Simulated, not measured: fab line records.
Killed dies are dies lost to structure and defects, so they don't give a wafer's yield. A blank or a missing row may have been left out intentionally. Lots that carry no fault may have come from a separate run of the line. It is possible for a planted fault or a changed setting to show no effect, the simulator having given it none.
Struck lot and sound lot, side by side ; flow n5_finfet ; 19 steps out of a route of 1938
Sound: wafers L908.4, L908.5, L908.6. Struck: wafer L903.4 (left out: L903.3, L903.6 of the same lot, which were not struck); the cause appears at the end.
Per side, at each step with rows, come the tool, then ch with its chambers, and then its first start. Under that, the readings that differ: sound wafers ; struck wafers ; difference of the means ; sigmas: that difference in standard deviations of wafers without a fault.
alike: a reading whose means differ by less than 2 such deviations, as well as words and numbers matching on both sides. not compared: withheld readings; readings where some wafer has no value; bounds like >300 that might hide an equal value; numbers whose values overlap and for which the record gives no deviation.
A row with sigmas, a row that says differs or no value, or rows on one side alone: a step with any of these is where the two part. Non-overlapping numbers with no deviation appear without sigmas and do not part them. Lack of a reading on every wafer of one side parts them only where that side has two or more wafers.

first, 9 steps without rows for these wafers: N5_BEOL_M1_COAT_05 (resist thk 30 nm); N5_BEOL_M1_EBR_07; N5_BEOL_M1_SOFTBAKE_06 (time 60 s); N5_BEOL_M1_EXPOSE_08 (exposes mask M1); N5_BEOL_M1_PEB_09 (peb time 60 s); N5_BEOL_M1_DEVELOP_10 (develop time 30 s); N5_BEOL_M1_DESCUM_16 (chemistry O2, time 7 s); N5_BEOL_M1_ETCH_74 (etches underlayer in N2/H2, target depth 6.5 nm, time 5.2 s); N5_BEOL_M1_ETCH_63 (etches SiARC in CF4, target depth 15.6 nm, time 26 s).
N5_BEOL_M1_ETCH_64: etches SOC in N2/H2, target depth 75 nm, overetch 15 nm, time 112.5 s.
  sound on rie_diel-01 ch 0,1,3, day 10 02:20; struck on rie_diel-02 ch 3, day 8 23:05
reading;sound;struck;difference;sigmas
model.SiARC_of_BEOL_M1_COAT_62.thk_nm (nm);7 6.8 6.8;5;-2;
model.BEOL_M1.cd_offset_nm (nm);-0.4 0.2 0;0.6;+0.7;
  alike: bias_w, drypump_motor_current_A, oes_product_au, rf_fwd_power_W, rf_vpp_V, showerhead_plenum_p_Torr, throttle_valve_pct
  not compared: rf_hours_counter_h
then, 3 steps without rows for these wafers: N5_BEOL_M1_STRIP_65 (strips in N2/H2); N5_BEOL_M1_STRIP_75 (strips in N2/H2); N5_BEOL_M1_STRIP_66 (strips in CF4).
N5_BEOL_M1_HM_OPEN_17: chemistry Cl2/BCl3, target TiN, target depth 20 nm, overetch 6 nm.
  sound on rie_metal-03 ch 0,1, day 10 02:32; struck on rie_metal-02 ch 1, day 8 23:17
reading;sound;struck;difference;sigmas
bias_w (W);126.0 126.0 126.5;125.3;-0.9;-2
drypump_motor_current_A (A);5.7 5.5 5.6;6.5;+0.9;+3
model.BEOL_M1.cd_offset_nm (nm);-0.4 0.2 -0.2;0.8;+0.9;
  alike: oes_product_au, rf_fwd_power_W, throttle_valve_pct
  not compared: rf_hours_counter_h
then, 1 step without rows for these wafers: N5_BEOL_M1_STRIP_19 (strips in O2).
N5_BEOL_M1_CD_MEAS_18: pitch 36 nm, target cd 18 nm.
  sound: cd_sem-03 at day 10 02:41; struck: cd_sem-02 at day 8 23:26
reading;sound;struck;difference;sigmas
cd_nm (nm);17.5 18.2 18.4;19.1;+1.1;+3
then, 1 step without rows for these wafers: N5_BEOL_M1_COAT_67 (time 60 s, resist thk 60 nm).
N5_BEOL_M4_RC_MEAS_101:
  sound on prober-02 ch 0, day 12 04:21; struck on prober-01 ch 0, day 10 20:33
  alike: DIBL_N, DIBL_P, IOFF_N, IOFF_P, ION_N, ION_P, SS_N, SS_P, VT_N, VT_P
-- record jumps: 5 days separate the struck wafers' starts on either side; left off in module BEOL_M4, taken up again in module PASSIVATION, whose first shown step is the route's number 1936 --
N5_PASSIVATION_PROBE_49:
  sound: prober-01 at day 16 22:04; struck: prober-01 at day 15 18:50
reading;sound;struck;difference;sigmas
killed_at_other;13 2 13;0;-9;-3
  alike: defect_limited_yield, killed_at_M0_to_M3, killed_at_M4_up, killed_at_contacts, killed_at_front_end, killed_dies, killed_on_rim, killed_open, killed_short, sort_bin_5_function, sort_bin_6_memory, sort_n_pass, sort_yield_pct

## WHERE THEY PART
At N5_BEOL_M1_HM_OPEN_17 first; at N5_PASSIVATION_PROBE_49 last (within this record only).

WHY: what had been put in by the simulator
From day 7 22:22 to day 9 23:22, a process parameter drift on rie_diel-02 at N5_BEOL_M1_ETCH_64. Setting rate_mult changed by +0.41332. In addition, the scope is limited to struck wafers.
